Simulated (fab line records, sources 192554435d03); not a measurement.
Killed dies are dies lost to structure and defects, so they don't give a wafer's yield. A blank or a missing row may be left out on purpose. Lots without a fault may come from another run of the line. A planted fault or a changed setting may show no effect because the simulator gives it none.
Problem report in the 8D (eight disciplines) form, filled by code | flow n5_finfet | the parts of the form that need people (team, actions taken, sign-off) are left out

1. THE PROBLEM
spin_speed_rpm at N5_GATE_CUT_COAT_34 reads a mean of 1163.9 rpm on 6 wafers of 2 lots; wafers without a fault read 1500.2 rpm with a standard deviation of 0.95. That is -99 or more standard deviations from the usual mean.
The step: time 60 s, resist thk 60 nm.
First seen on wafer L302.1, day 8 07:54, on litho_track-02. The record holds 30 wafers of 10 lots with a number at this step. Rule for "out", or "out of limits": more than 4 standard deviations from the usual mean. The other wafers with a number count as sound.

2. WHAT IT IS AND WHAT IT IS NOT
question                    | is                     | is not
which readings at this step | spin_speed_rpm         | -
which lots                  | L302, L304             | L287, L293, L295, L301, L306, L307, L309, L310
which wafers of those lots  | all that have a number | -
read on which tools         | litho_track-02         | litho_track-01, litho_track-04
when                        | from day 8 07:54       | up to then (12 sound wafers); but 12 sound wafers of L306, L307, L309, L310 came after

3. SUSPECTS, AND WHAT RULES EACH OUT
Counting: a tool at a process step up to the reading stays a suspect if it ran every lot that is out and no sound lot after the first of them.
- litho_track-02 at N5_GATE_CUT_COAT_34 (time 60 s, resist thk 60 nm): kept. It ran every lot that is out, first L302 (day 8 07:54), and no sound lot after that; its last sound lot up to then is L295 (day 6 15:01). Its own readings are out on those wafers: spin_speed_rpm.
Left after counting: litho_track-02 at N5_GATE_CUT_COAT_34.

4. THE CAUSE (what the simulator had put in)
Process parameter drift: litho_track-02, from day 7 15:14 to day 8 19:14, at N5_GATE_CUT_COAT_34. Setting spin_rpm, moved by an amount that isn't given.
Counting left only this tool.

5. THE CHAIN OF EFFECTS, in route order
Each row: a reading whose mean over the struck wafers that have a number lies more than 3 standard deviations from the usual. Only readings for which the record gives a usual standard deviation are gone through. hours: the time from each lot's start at the first step in this table that gives one to its start at this step, as a median over the lots. sigmas: the change in usual standard deviations.
hours | step                | reading        | usual      | on struck wafers | change | sigmas
0     | N5_GATE_CUT_COAT_34 | spin_speed_rpm | 1500.2 rpm | 1163.9           | -336.3 | -99 or more
The process steps in it:
- N5_GATE_CUT_COAT_34: time 60 s, resist thk 60 nm.
Later measuring or inspecting steps at which every struck wafer that the step has a row for has a number for every such reading, and none has moved that far: N5_GATE_CUT_OVL_MEAS_14, N5_BEOL_M4_RC_MEAS_101.

6. WHAT WOULD HAVE CAUGHT IT SOONER
In this record the first reading out of limits was taken at day 8 07:54, 17 hours after the fault began at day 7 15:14.
